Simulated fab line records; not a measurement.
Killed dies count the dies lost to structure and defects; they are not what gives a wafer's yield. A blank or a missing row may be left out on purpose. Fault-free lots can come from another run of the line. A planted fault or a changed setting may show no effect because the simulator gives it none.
Comparing a struck lot with a sound one / flow nandHarc / 14 steps out of a route of 1302
Sound: wafers L552.3, L552.4, L552.6. The struck wafers were L542.1, L542.3, L542.5. Last of all comes the cause.
Order at every step that has rows: each side's tool, ch and its chambers, its first start. Under that, the readings that differ: sound wafers / struck wafers / difference of the means / sigmas: that difference in standard deviations of wafers without a fault.
alike: same words and numbers on both sides, and readings whose means sit less than 2 such deviations apart. not compared: any withheld reading, any reading some wafer has no value for, any bound like >300 that may hide the same value, and any number with overlapping values for which the record gives no deviation.
The two part at a step that has a row with sigmas, a row that says differs or no value, or rows on one side only. Numbers that have no deviation but don't overlap get no sigmas and don't part them. A reading missing from all wafers of one side parts the sides only when that side holds two or more wafers.

first, 9 steps without rows for these wafers: NHARC_A_STAIRCASE_DEHYDRATE_176 (time 120 s); NHARC_A_STAIRCASE_HMDS_177 (time 30 s); NHARC_A_STAIRCASE_COAT_178; NHARC_A_STAIRCASE_SOFTBAKE_179 (time 170 s); NHARC_A_STAIRCASE_EBR_180; NHARC_A_STAIRCASE_EXPOSE_181 (exposes mask STAIR 2); NHARC_A_STAIRCASE_PEB_182 (peb time 130 s); NHARC_A_STAIRCASE_DEVELOP_183 (time 140 s); NHARC_A_STAIRCASE_HARDBAKE_185 (time 140 s).
NHARC_A_STAIRCASE_DESCUM_186: chemistry O2, time 3 s.
  sound on rieDiel-04 ch 1,2, day 24 07:31; struck on rieDiel-07 ch 1,2,3, day 20 02:31
  alike: drypumpMotorCurrentA, o2FlowSccm, oesProductAu, rfVppV, showerheadPlenumPTorr, throttleValvePct
  not compared: rfHoursCounterH
NHARC_A_STAIRCASE_TRIM_187: chemistry O2, time 211.2 s.
  sound on rieDiel-04 ch 2,3, day 24 07:36; struck on rieDiel-07 ch 0,2, day 20 02:37
  alike: drypumpMotorCurrentA, o2FlowSccm, oesProductAu, rfVppV, showerheadPlenumPTorr, throttleValvePct
  not compared: rfHoursCounterH
NHARC_A_STAIRCASE_ETCH_188: etches the open film in C4F8/O2, target depth 100 nm, time 40.5 s.
  sound on rieDiel-04 ch 1,2, day 24 07:45; struck on rieDiel-07 ch 1,2,3, day 20 02:46
reading=oesProductAu (a.u.); sound=0.960 0.946 0.945; struck=1.179 1.166 1.178; difference=+0.224; sigmas=+17
reading=rfFwdPowerW (W); sound=590.1 596.0 596.1; struck=834.1 829.7 831.3; difference=+237.6; sigmas=+95
  alike: rfVppV
  not compared: rfHoursCounterH
NHARC_A_STAIRCASE_TRIM_189: chemistry O2, time 211.2 s.
  sound on rieDiel-04 ch 2,3; struck on rieDiel-07 ch 1,2,3
  alike: drypumpMotorCurrentA, o2FlowSccm, oesProductAu, rfVppV, showerheadPlenumPTorr, throttleValvePct
  not compared: rfHoursCounterH
-- break in the record here, with 8 days between the starts of the struck wafers on either side (left off in module A_STAIRCASE, picked up again in module END, where the first step shown is number 1302 on the route) --
NHARC_END_SORT_01:
  only the struck wafers appear in the record here, on prober-02 ch 0 at day 28 10:50; the sound ones have no rows

## WHERE THEY PART
At NHARC_A_STAIRCASE_ETCH_188 first; at NHARC_END_SORT_01 last (within this record only).

WHY: what the simulator had put in
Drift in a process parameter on rieDiel-07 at NHARC_A_STAIRCASE_ETCH_188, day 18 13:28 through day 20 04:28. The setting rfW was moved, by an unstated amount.
